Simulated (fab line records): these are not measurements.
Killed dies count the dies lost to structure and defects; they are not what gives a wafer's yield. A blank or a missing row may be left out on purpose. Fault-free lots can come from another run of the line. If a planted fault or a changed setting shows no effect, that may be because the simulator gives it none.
Matching of chambers -- flow nandHarc -- rieSi-03 running NHARC_A_CHANNEL_FILL_D1_ETCHBACK_19: 4 sister chambers
The step etches the open film in HBr/Cl2, target depth 5 nm, time 1.7 s. 8 wafers are shown with their chamber, then 9 later ones without.

== EACH WAFER AND ITS CHAMBER ==
wafer,chamber,drypumpMotorCurrentA (A),oesProductAu (a.u.)
L084.5,3,5.2,1.007
L083.6,0,5.5,1.011
L086.1,1,5.5,0.992
L086.4,2,5.7,0.992
L086.5,1,5.6,0.987
L087.1,2,5.6,1.002
L087.4,3,5.2,1.009
L087.6,0,5.6,1.021

== WAFERS MISSING THEIR CHAMBER ==
wafer,drypumpMotorCurrentA (A),oesProductAu (a.u.)
L088.1,5.5,1.011
L088.2,5.6,0.989
L088.4,5.1,1.008
L091.1,5.7,0.987
L091.4,5.2,1.007
L091.6,5.5,1.017
L094.1,5.7,0.998
L094.4,5.5,0.990
L094.5,5.6,0.992

== WHICH CHAMBER EACH WENT THROUGH ==
wafer,from the rows above,in truth
L088.1,0,0
L088.2,can't be placed: 1 or 2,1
L088.4,3,3
L091.1,can't be placed: 2 or 1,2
L091.4,3,3
L091.6,0,0
L094.1,2,2
L094.4,can't be placed: 1 or 2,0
L094.5,can't be placed: 1 or 2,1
5 of 9 placed correctly. Can't be placed from these rows: 4 (the true chamber is among the candidates in 3). Placed wrongly: 0.
How it was worked out, from the rows above alone: a wafer's distance from a chamber is the root of the sum, over the readings, of the square of ((its reading less the chamber's mean) divided by the reading's scatter). If the next closest chamber is less than 2 further off than the closest, the wafer can't be placed; otherwise it belongs to the closest. Each chamber's mean is taken over the wafers shown for it. The scatter: the root of (the sum of the squares of (reading less its chamber's mean) over the shown wafers, divided by (wafers less chambers)).
